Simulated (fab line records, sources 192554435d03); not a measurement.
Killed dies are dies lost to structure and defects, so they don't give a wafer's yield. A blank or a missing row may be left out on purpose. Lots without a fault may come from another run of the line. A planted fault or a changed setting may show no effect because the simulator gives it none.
A struck lot beside a sound one | flow n5_finfet | 15 steps out of a route of 1938
Sound: wafers L133.2, L133.4, L133.5. Struck: wafers L135.2, L135.3, L135.5. The cause comes at the end.
At each step with rows: each side's tool, then ch and its chambers, then its first start. Under that, the readings that differ: sound wafers | struck wafers | difference of the means | sigmas: that difference in standard deviations of wafers without a fault.
alike: readings whose means differ by less than 2 such deviations, and words and numbers that are the same on both sides. not compared: withheld readings, readings that some wafer has no value for, bounds like >300 that may hide the same value, and numbers for which the record gives no deviation and whose values overlap.
The two part at a step that has a row with sigmas, a row that says differs or no value, or rows on one side only. Numbers that don't overlap but have no deviation are shown without sigmas and don't part them. A reading that every wafer of one side lacks parts them only if that side has two wafers or more.

first, 8 steps without rows for these wafers: N5_MIM_TOP_LITHO_HMDS_01 (time 60 s); N5_MIM_TOP_LITHO_COAT_02; N5_MIM_TOP_LITHO_EBR_04; N5_MIM_TOP_LITHO_SOFTBAKE_03 (time 90 s); N5_MIM_TOP_LITHO_EXPOSE_05 (exposes mask MIM TOP, target cd 2000 nm); N5_MIM_TOP_LITHO_PEB_06; N5_MIM_TOP_LITHO_DEVELOP_07 (develop time 60 s); N5_MIM_TOP_LITHO_HARDBAKE_09 (time 120 s).
N5_MIM_TOP_LITHO_CD_MEAS_08: target cd 2000 nm.
  sound on cd_sem-02 ch 0, day 13 04:58; struck on cd_sem-02 ch 0, day 13 15:47
  alike: cd_nm
N5_MIM_TOP_LITHO_OVL_MEAS_11:
  sound on overlay-02 ch 0, day 13 04:59; struck on overlay-01 ch 0, day 13 15:48
  alike: MIM_TOP_OVL
N5_MIM_TOP_LITHO_INSPECT_12: inspects for defects (macro).
  sound on defect_inspect-02, day 13 05:01; struck on defect_inspect-01, day 13 15:50
  alike: raw_defect_count
N5_MIM_TOP_LITHO_DESCUM_10: chemistry O2, time 7.9 s.
  sound on rie_diel-06 ch 1,3, day 13 05:02; struck on rie_diel-04 ch 0,1,3, day 13 15:52
  alike: drypump_motor_current_A, oes_product_au, rf_vpp_V, showerhead_plenum_p_Torr, throttle_valve_pct
  not compared: rf_hours_counter_h
N5_MIM_TOP_ETCH_ETCH_00: etches TiN in Cl2/BCl3, target depth 38.5 nm.
  sound on rie_metal-02 ch 1, day 13 05:08; struck on rie_metal-01 ch 0,1, day 13 15:57
  reading                                  | sound             | struck            | difference | sigmas
  bias_w (W)                               | 126.1 125.5 126.1 | 145.9 145.5 145.8 | +19.8      | +60
  model.etch.depth_nm (nm)                 | 39.18 39.44 39.31 | 40.34 40.29 40.85 | +1.18      |
  model.MIM_TOP_ETCH.feature_depth_nm (nm) | 39.2 39.4 39.4    | 40.4 40.2 40.8    | +1.1       |
  alike: drypump_motor_current_A, oes_product_au, throttle_valve_pct
  not compared: rf_hours_counter_h
N5_MIM_TOP_ETCH_STRIP_01: strips in O2.
  sound on rie_diel-01 ch 1,2,3, day 13 05:29; struck on rie_diel-05 ch 0,1,2, day 13 16:05
  alike: drypump_motor_current_A, oes_product_au, rf_vpp_V, showerhead_plenum_p_Torr, throttle_valve_pct
  not compared: rf_hours_counter_h
N5_PASSIVATION_PROBE_49:
  the record has rows for the struck wafers here (prober-02, day 14 04:56) and none for the sound ones

WHERE THEY PART
First at N5_MIM_TOP_ETCH_ETCH_00; last, within this record, at N5_PASSIVATION_PROBE_49.

WHY: what the simulator had put in
Process parameter drift: rie_metal-01, from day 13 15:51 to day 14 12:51, at N5_MIM_TOP_ETCH_ETCH_00. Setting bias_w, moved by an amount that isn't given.
